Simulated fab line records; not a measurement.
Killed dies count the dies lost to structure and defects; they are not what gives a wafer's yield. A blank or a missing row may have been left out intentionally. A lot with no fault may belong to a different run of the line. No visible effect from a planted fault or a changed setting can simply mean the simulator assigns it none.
Problem report, 8D (eight disciplines) form, completed by code	flow nand_harc	the parts of the form that need people (team, actions taken, sign-off) are left out

1. WHAT WENT WRONG
cd_nm at NHARC_P_ZERO_WELL_CD_MEAS_11 reads a mean of 476.1 nm on 3 wafers of 3 lots; wafers without a fault read 499.3 nm with a standard deviation of 2.1. Relative to the usual mean, that is a shift of -11 standard deviations.
The step: target cd 500 nm.
Seen first at day 7 07:08 on cd_sem-01, wafer L291.6. At this step, 30 wafers from 11 lots have a number in the record. Rule for "out", or "out of limits": more than 4 standard deviations from the usual mean. The other wafers with a number count as sound.

2. WHAT IT IS; WHAT IT IS NOT
question	is	is not
which readings at this step	cd_nm	-
which lots	L291, L292, L294	L279, L280, L284, L285, L295, L296, L300, L301
which wafers of those lots	L291.6, L292.3, L294.6	L291.5, L292.5, L294.2
read on which gauges	cd_sem-01, cd_sem-02, cd_sem-03	-
when	from day 7 07:08	up to then (13 sound wafers); but 14 sound wafers of L292, L294, L295, L296, L300, L301 came after

3. SUSPECTS, AND WHAT RULES EACH OUT
Counting: if a tool at a process step up to the reading ran every lot that is out, it stays a suspect. Sound lots after the first of them don't rule it out here, since some wafers of a struck lot are sound.
- the gauge at NHARC_P_ZERO_WELL_CD_MEAS_11: ruled out. The wafers that are out were read on 3 gauges (cd_sem-01, cd_sem-02, cd_sem-03).
- litho_track-05 at NHARC_P_ZERO_WELL_PEB_09 (peb time 80 s): kept. It ran every lot that is out, first L291 (day 7 07:02); its last sound lot up to then is L285 (day 4 19:09). Out on those wafers are its own readings of heater_power_total_W.
After counting, what remains is litho_track-05 at NHARC_P_ZERO_WELL_PEB_09.

4. THE CAUSE (what the simulator had put in)
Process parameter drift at NHARC_P_ZERO_WELL_PEB_09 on litho_track-05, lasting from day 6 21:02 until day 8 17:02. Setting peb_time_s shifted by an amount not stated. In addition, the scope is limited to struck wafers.
After counting, this tool was the only one left.

5. THE EFFECT CHAIN, in route order
Each row: a reading whose mean over the struck wafers that have a number lies more than 3 standard deviations from the usual. Readings are gone through only where the record gives a usual standard deviation; hours: the median, over the lots, of the time from a lot's start at the first step in this table giving one to that lot's start at this step; sigmas: the change measured in usual standard deviations.
hours	step	reading	usual	on struck wafers	change	sigmas
0	NHARC_P_ZERO_WELL_PEB_09	heater_power_total_W	189.7 W	239.2	+49.5	+64
0	NHARC_P_ZERO_WELL_CD_MEAS_11	cd_nm	499.3 nm	476.1	-23.2	-11
The process steps in it:
- NHARC_P_ZERO_WELL_PEB_09: peb time 80 s.
Readings that are blank on the struck wafers while sound wafers have them: plate_temp_C at NHARC_P_ZERO_WELL_PEB_09.

6. HOW IT WOULD HAVE BEEN CAUGHT EARLIER
Counted from the fault's start at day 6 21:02, it took 10 hours until the first out-of-limits reading at a measuring or inspecting step in this record, taken at day 7 07:08.
Tool's own readings at NHARC_P_ZERO_WELL_PEB_09, heater_power_total_W: out on all struck wafers the step has rows for; an alarm limit on them would have tripped on the first.
L292, L294, from the lots that are out (3), started NHARC_P_ZERO_WELL_PEB_09 on litho_track-05 later than day 7 07:08. A hold on the tool at that time would have spared those 2.
